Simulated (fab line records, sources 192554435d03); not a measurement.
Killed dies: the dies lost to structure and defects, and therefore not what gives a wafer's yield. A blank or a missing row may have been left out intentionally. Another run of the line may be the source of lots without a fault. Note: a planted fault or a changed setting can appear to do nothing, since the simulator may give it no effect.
Matching of chambers	flow n5Finfet	N5_DUMMY_GATE_ETCH_37 on rieDiel-03: 4 sister chambers
The step etches SOC in N2/H2, target depth 60 nm, overetch 30 nm. 4 wafers are shown with their chamber, then 12 later ones without.

## WAFERS PAIRED WITH THEIR CHAMBERS
wafer	chamber	showerheadPlenumPTorr (Torr)
L087.5	0	2.38
L090.1	2	2.41
L090.4	3	2.73
L090.6	1	2.66

## WAFERS WITHOUT THEIR CHAMBER
wafer	showerheadPlenumPTorr (Torr)
L093.4	2.70
L093.5	2.41
L093.6	2.65
L094.2	2.65
L094.4	2.70
L094.5	2.65
L095.1	2.72
L095.3	2.65
L095.6	2.69
L096.1	2.41
L096.2	2.72
L096.4	2.65

## WHICH CHAMBER EACH WENT THROUGH
wafer	from the rows above	in truth
L093.4	can't be placed: 3 or 1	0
L093.5	can't be placed: 2 or 0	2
L093.6	1	1
L094.2	1	1
L094.4	can't be placed: 3 or 1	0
L094.5	1	1
L095.1	3	3
L095.3	1	1
L095.6	can't be placed: 1 or 3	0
L096.1	can't be placed: 2 or 0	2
L096.2	3	3
L096.4	1	1
7 of 12 placed correctly. Cannot be placed on the basis of these rows: 5; the candidates contain the true chamber in 2. Wrongly placed: 0.
How it was worked out, from the rows above alone: a wafer's distance from a chamber is the root of the sum, over the readings, of the square of ((its reading less the chamber's mean) divided by the reading's scatter). If the next closest chamber is less than 2 further off than the closest, the wafer can't be placed; otherwise it belongs to the closest. Each chamber's mean is taken over the wafers shown for it. The scatter (one wafer shown for each chamber): square how far every hidden wafer sits from the nearest shown wafer, average those squares and take the square root.
